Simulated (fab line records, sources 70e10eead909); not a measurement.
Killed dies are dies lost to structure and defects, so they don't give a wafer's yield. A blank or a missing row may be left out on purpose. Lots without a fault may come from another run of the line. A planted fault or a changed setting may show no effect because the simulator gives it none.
Chamber matching | flow nand_harc | NHARC_A_CONTACT_DEP_58 on pecvd-03: 3 sister chambers
The step deposits SiON, target thk 90 nm. 3 wafers are shown with their chamber, then 12 later ones without.

WAFERS WITH THEIR CHAMBER
wafer  | chamber | heater_power_w (W)
L087.6 | 1       | 855
L088.5 | 0       | 705
L088.6 | 2       | 817

WAFERS WITHOUT THEIR CHAMBER
wafer  | heater_power_w (W)
L092.1 | 824
L092.4 | 712
L092.5 | 576
L095.1 | 810
L095.2 | 709
L095.4 | 818
L097.2 | 901
L097.3 | 712
L097.4 | 719
L096.2 | 787
L096.3 | 794
L096.6 | 806

WHICH CHAMBER EACH WENT THROUGH
wafer  | from the rows above          | in truth
L092.1 | can't be placed: 2 or 1      | 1
L092.4 | 0                            | 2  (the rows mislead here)
L092.5 | 0                            | 0
L095.1 | can't be placed: 2 or 1      | 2
L095.2 | 0                            | 0
L095.4 | can't be placed: 2 or 1      | 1
L097.2 | can't be placed: 1 or 2      | 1
L097.3 | 0                            | 0
L097.4 | 0                            | 0
L096.2 | can't be placed: 2 or 1 or 0 | 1
L096.3 | can't be placed: 2 or 1 or 0 | 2
L096.6 | can't be placed: 2 or 1      | 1
Placed correctly: 4 of 12. Can't be placed from these rows: 7 (the true chamber is among the candidates in 7). Placed wrongly: 1.
How it was worked out, from the rows above alone: a wafer's distance from a chamber is the root of the sum, over the readings, of the square of ((its reading less the chamber's mean) divided by the reading's scatter). The wafer belongs to the nearest chamber; if the next one is less than 2 further off, it can't be placed. A chamber's mean is the mean of its shown wafers. The scatter: with one shown wafer a chamber, the root of the mean of the squares of how far each hidden wafer lies from its nearest shown one.
